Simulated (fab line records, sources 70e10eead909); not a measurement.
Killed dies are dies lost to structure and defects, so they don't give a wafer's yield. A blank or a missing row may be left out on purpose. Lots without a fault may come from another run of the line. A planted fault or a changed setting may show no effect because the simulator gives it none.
One fault seen from 3 desks | flow nand_harc | each desk has only its own numbers; what lay behind them comes last

THE DEFECT DESK
What the inspections along the route counted, lot by lot: means of the sampled wafers that have a number. A lot is out of limits, marked OUT, if its mean lies more than 4 standard deviations from the usual mean; the brackets give that distance.
Columns: A = raw_defect_count at NHARC_P_STI_INSPECT_11, usual 5.4; B = raw_defect_count at NHARC_P_GATE_INSPECT_28, usual 6.1
lot  | first seen here | A   | B
L911 | day 2 07:47     | 6.0 | 5.0
L913 | day 2 22:58     | 4.0 | 7.0
L914 | day 3 06:45     | 9.3 | 5.7
L917 | day 3 20:26     | 7.0 | 5.7
L916 | day 3 20:28     | 7.0 | 5.7
L918 | day 4 05:11     | 7.7 | 10.0
L919 | day 4 13:08     | 5.0 | 8.7
L920 | day 4 18:38     | 5.3 | 8.0
L924 | day 5 19:41     | 2.0 | 6.0
L928 | day 6 22:41     | 4.7 | 3.0
L930 | day 7 04:58     | 6.0 | 3.0
L931 | day 7 11:38     | 5.7 | 3.7
L933 | day 7 19:44     | 5.0 | 6.3
L932 | day 7 19:53     | 3.0 | 7.7
This desk's finding: nothing out of limits on any of the 14 lots.

THE METROLOGY DESK
What the gauges read, lot by lot, whatever tool the lot ran on: means of the sampled wafers that have a number. A lot is out of limits, marked OUT, if its mean lies more than 4 standard deviations from the usual mean; the brackets give that distance.
Columns: A = cd_nm at NHARC_P_STI_CD_MEAS_16, usual 199.2 nm; B = cd_nm at NHARC_P_GATE_CD_MEAS_26, usual 120.1 nm
lot  | first seen here | A     | B
L911 | day 2 08:22     | 200.2 | 119.6
L913 | day 2 23:32     | 199.6 | 120.4
L914 | day 3 07:20     | 199.1 | 119.6
L917 | day 3 21:01     | 198.3 | 120.3
L916 | day 3 21:03     | 202.2 | 120.0
L918 | day 4 05:46     | 202.3 | 120.2
L919 | day 4 13:43     | 198.7 | 129.6 (+21) OUT
L920 | day 4 19:13     | 198.7 | 129.3 (+21) OUT
L924 | day 5 20:19     | 200.4 | 119.6
L928 | day 6 23:16     | 193.0 | 119.7
L930 | day 7 05:35     | 200.7 | 120.1
L931 | day 7 12:13     | 199.7 | 120.9
L933 | day 7 20:21     | 199.9 | 119.6
L932 | day 7 20:28     | 197.3 | 119.4
This desk's finding: out of limits on L919, L920; first on L920, day 7 06:05 (cd_nm at NHARC_P_GATE_CD_MEAS_26). In limits: L911, L913, L914, L917, L916, L918, L924, L928, L930, L931, L933, L932.

THE TOOL OWNER'S DESK: litho_track-04
The tool's own readings at NHARC_P_GATE_PEB_24 (peb time 65 s): means of the sampled wafers that have a number, for each lot that ran on this tool. A lot is out of limits, marked OUT, if its mean lies more than 4 standard deviations from the usual mean; the brackets give that distance.
Columns: A = heater_power_total_W at NHARC_P_GATE_PEB_24, usual 156.6 W; B = plate_temp_C at NHARC_P_GATE_PEB_24, usual 100.02 C
lot  | first seen here | A               | B
L911 | day 4 15:52     | 156.4           | 100.14
L916 | day 6 06:05     | 156.3           | 100.14
L917 | day 6 06:16     | 156.4           | 100.00
L918 | day 6 14:05     | 156.7           | 100.18
L920 | day 7 06:00     | 151.3 (-13) OUT | 97.59 (-17) OUT
L919 | day 7 06:29     | 151.4 (-13) OUT | 97.56 (-18) OUT
L932 | day 10 00:21    | 156.4           | 99.80
This desk's finding: out of limits on L919, L920; first on L920, day 7 06:00 (heater_power_total_W at NHARC_P_GATE_PEB_24). In limits: L911, L916, L917, L918, L932.

PUT TOGETHER
The tool owner's desk could have raised an alarm at day 7 06:00, on L919, L920.
The metrology desk could have raised an alarm at day 7 06:05, on L919, L920.
The defect desk saw nothing out of limits.
The defect desk has L919, L920 on record, within its limits.
Of the lots named, all ran NHARC_P_GATE_PEB_24 on litho_track-04.

WHAT THE SIMULATOR HAD PUT IN
Process parameter drift: litho_track-04, from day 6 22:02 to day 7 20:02, at NHARC_P_GATE_PEB_24. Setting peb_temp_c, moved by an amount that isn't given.
Lots struck among those shown: L919, L920.
Hours from the fault's start to each desk's first reading out of limits: the tool owner's desk, 8; the metrology desk, 8.
